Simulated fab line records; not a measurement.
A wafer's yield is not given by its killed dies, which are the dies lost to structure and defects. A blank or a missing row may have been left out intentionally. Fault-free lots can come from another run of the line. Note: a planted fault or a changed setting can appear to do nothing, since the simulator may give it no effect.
Which tool did it?    flow nand_harc    14 lots, 42 wafers sampled, at 5 steps of a route of 1159

## WHAT THE GAUGES SHOWED, per wafer
NHARC_A_M1_CD_MEAS_09 targets a cd of 120 nm. Usual: cd_nm reads 119.9 nm (standard deviation 0.8).
lot   measured      on         cd_nm (nm)         flag
L625  day 18 00:16  cd_sem-03  120.5 120.3 120.7  
L623  day 18 02:07  cd_sem-03  120.4 120.2 122.0  
L627  day 18 06:04  cd_sem-03  120.3 119.9 120.6  
L626  day 18 07:05  cd_sem-02  119.9 119.1 119.2  
L624  day 18 08:52  cd_sem-03  120.5 120.7 119.9  
L630  day 20 00:02  cd_sem-02  121.0 119.7 120.5  
L629  day 20 05:26  cd_sem-03  118.7 119.2 118.7  
L634  day 20 18:00  cd_sem-02  120.4 119.7 120.2  
L635  day 21 00:48  cd_sem-01  120.9 119.6 120.8  
L633  day 21 02:18  cd_sem-01  120.1 120.5 119.7  
L636  day 21 15:18  cd_sem-01  119.5 119.9 119.5  
L643  day 23 12:03  cd_sem-02  120.3 120.2 119.7  
L644  day 23 12:41  cd_sem-03  119.5 120.9 120.2  
L645  day 24 05:26  cd_sem-02  118.8 120.0 120.0  

NHARC_END_SORT_01. Usual: defect_limited_yield 95.5 %, standard deviation 1.5; killed_at_array 27, standard deviation 10; killed_at_other 0.6, standard deviation 0.96; killed_at_periphery 3.4, standard deviation 2.7; killed_dies 31, standard deviation 10; killed_open 2.9, standard deviation 1.8; killed_short 1.8, standard deviation 1.4; sort_bin_2_pct 1.4 %, standard deviation 0.66; sort_bin_3_pct 0.25 %, standard deviation 0.23; sort_bin_4_pct 2.8 %, standard deviation 0.94; sort_n_pass 646, standard deviation 10; sort_rim_yield_pct 96.2 %, standard deviation 2.6; sort_yield_pct 95.5 %, standard deviation 1.5.
lot   measured      on         defect_limited_yield (%)  killed_at_array  killed_at_other  killed_at_periphery  killed_dies  killed_open  killed_short  sort_bin_2_pct (%)  sort_bin_3_pct (%)  sort_bin_4_pct (%)  sort_n_pass  sort_rim_yield_pct (%)  sort_yield_pct (%)  flag
L630  day 21 12:47  prober-01  96.9 96.2 95.6            12 14 17         1 0 1            8 12 12              21 26 30     1 1 3        2 5 1         0.9 0.7 1.8         0.30 0.30 0         1.9 2.8 2.7         656 651 647  97.2 96.2 96.2          96.9 96.2 95.6      
L634  day 22 19:31  prober-01  38.7 33.7 33.7            410 447 444      3 1 2            2 1 3                415 449 449  1 2 5        2 1 2         22.2 22.6 22.2      5.32 5.47 6.65      33.8 38.3 37.5      262 228 228  39.6 31.1 38.7          38.7 33.7 33.7      OFF
L635  day 23 02:59  prober-01  35.9 37.2 38.3            433 425 416      0 0 2            1 0 0                434 425 418  3 1 1        1 2 0         22.6 22.3 24.1      3.84 4.58 3.55      37.7 35.9 34.1      243 252 259  38.7 37.7 34.9          35.9 37.2 38.3      OFF
L636  day 23 03:23  prober-01  94.2                      35               2                2                    39           3            1             2.1                 0.30                3.4                 638          97.2                    94.2                

## TOOL THAT RAN EACH LOT (tool first, then ch and the chambers of the sampled wafers, then the start)
lot   NHARC_A_M0_PRE_CLEAN_31          NHARC_A_M0_DEP_32                NHARC_A_M1_ECD_22
L625  pecvd-02 ch 1,2, day 17 22:58    pecvd-02 ch 1,2, day 17 23:04    ecd_cu-02 ch 0,1, day 18 01:55
L623  pecvd-02 ch 0,2, day 18 00:46    pecvd-02 ch 0,2, day 18 00:50    ecd_cu-01 ch 0,1, day 18 03:56
L627  pecvd-01 ch 0,2, day 18 04:45    pecvd-01 ch 0,2, day 18 04:52    ecd_cu-01 ch 0,1, day 18 07:41
L626  pecvd-01 ch 1,2, day 18 05:46    pecvd-01 ch 1,2, day 18 05:53    ecd_cu-01 ch 0,1, day 18 08:42
L624  pecvd-02 ch 0,2, day 18 07:30    pecvd-02 ch 0,2, day 18 07:35    ecd_cu-01 ch 0,1, day 18 10:26
L630  pecvd-02 ch 0,2, day 19 22:43    pecvd-02 ch 0,2, day 19 22:48    ecd_cu-01 ch 0,1, day 20 01:40
L629  pecvd-02 ch 0,1,2, day 20 03:58  pecvd-02 ch 0,1,2, day 20 04:02  ecd_cu-02 ch 0,1, day 20 07:02
L634  pecvd-02 ch 0,1,2, day 20 16:39  pecvd-02 ch 0,1,2, day 20 16:44  ecd_cu-02 ch 0,1, day 20 19:39
L635  pecvd-01 ch 0,2, day 20 22:16    pecvd-01 ch 0,2, day 20 22:28    ecd_cu-02 ch 0,1, day 21 02:34
L633  pecvd-02 ch 0,2, day 21 00:34    pecvd-02 ch 0,2, day 21 00:40    ecd_cu-01 ch 0,1, day 21 03:56
L636  pecvd-02 ch 0,1, day 21 13:58    pecvd-02 ch 0,1, day 21 14:02    ecd_cu-01 ch 0,1, day 21 16:52
L643  pecvd-01 ch 0, day 23 10:34      pecvd-01 ch 0, day 23 10:44      ecd_cu-01 ch 0,1, day 23 13:40
L644  pecvd-02 ch 0,2, day 23 11:20    pecvd-02 ch 0,2, day 23 11:30    ecd_cu-02 ch 0,1, day 23 14:22
L645  pecvd-03 ch 0,1,2, day 24 04:00  pecvd-03 ch 0,1,2, day 24 04:07  ecd_cu-02 ch 1, day 24 07:05
- NHARC_A_M0_PRE_CLEAN_31: time 12 s.
- NHARC_A_M0_DEP_32: deposits SiCN, target thk 30 nm.
- NHARC_A_M1_ECD_22: material Cu, target thk 400 nm.

## AS READ BY THE TOOLS THEMSELVES (means over the sampled wafers that have a number; for cases with no such wafer, the mark the record gives instead)
NHARC_A_M0_PRE_CLEAN_31. Usual: heater_power_w reads 616 W (standard deviation 69).
lot   tool      heater_power_w (W)  flag
L625  pecvd-02  636                 
L623  pecvd-02  628                 
L627  pecvd-01  697                 
L626  pecvd-01  551                 
L624  pecvd-02  529                 
L630  pecvd-02  547                 
L629  pecvd-02  588                 
L634  pecvd-02  568                 
L635  pecvd-01  623                 
L633  pecvd-02  594                 
L636  pecvd-02  543                 
L643  pecvd-01  647                 
L644  pecvd-02  623                 
L645  pecvd-03  635                 

NHARC_A_M0_DEP_32. Usual: heater_power_w reads 572 W (standard deviation 73).
lot   tool      heater_power_w (W)  flag
L625  pecvd-02  571                 
L623  pecvd-02  482                 
L627  pecvd-01  590                 
L626  pecvd-01  576                 
L624  pecvd-02  536                 
L630  pecvd-02  482                 
L629  pecvd-02  557                 
L634  pecvd-02  537                 
L635  pecvd-01  635                 
L633  pecvd-02  538                 
L636  pecvd-02  513                 
L643  pecvd-01  581                 
L644  pecvd-02  513                 
L645  pecvd-03  602                 

## THE ANSWER, worked out from the rows above alone
Rule: lot off if the mean of its wafers having a number is beyond 3 standard deviations from the usual mean. Also off: a lot with no number at a reading for which 4 or more lots have one. All remaining lots with rows at the step are treated as sound. First the gauges in route order, then the tools' own readings, where a lot's mean is used as printed above. At the first step where some lot is off, the reading lying furthest off is the one used; lots without a number count as furthest.
Off, at NHARC_END_SORT_01 on killed_at_array: L634, L635. Neither off nor sound, because the step has no rows for them: L625, L623, L627, L626, L624, L629, L633, L643, L644, L645.
A tool fits if, at a process step before that reading, it ran every lot that is off, and no sound lot after the first of them. The gauges at NHARC_END_SORT_01 are tried like those tools. One candidate fits, namely ecd_cu-02 at NHARC_A_M1_ECD_22. It ran no sound lot before its first lot that is off in this sample, so the start can't be narrowed down.

## WHAT THE SIMULATOR HAD PUT IN
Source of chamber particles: ecd_cu-02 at NHARC_A_M1_ECD_22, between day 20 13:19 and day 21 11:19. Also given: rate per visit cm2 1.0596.
Shown lots that were struck: L634, L635. The rule above found the same.
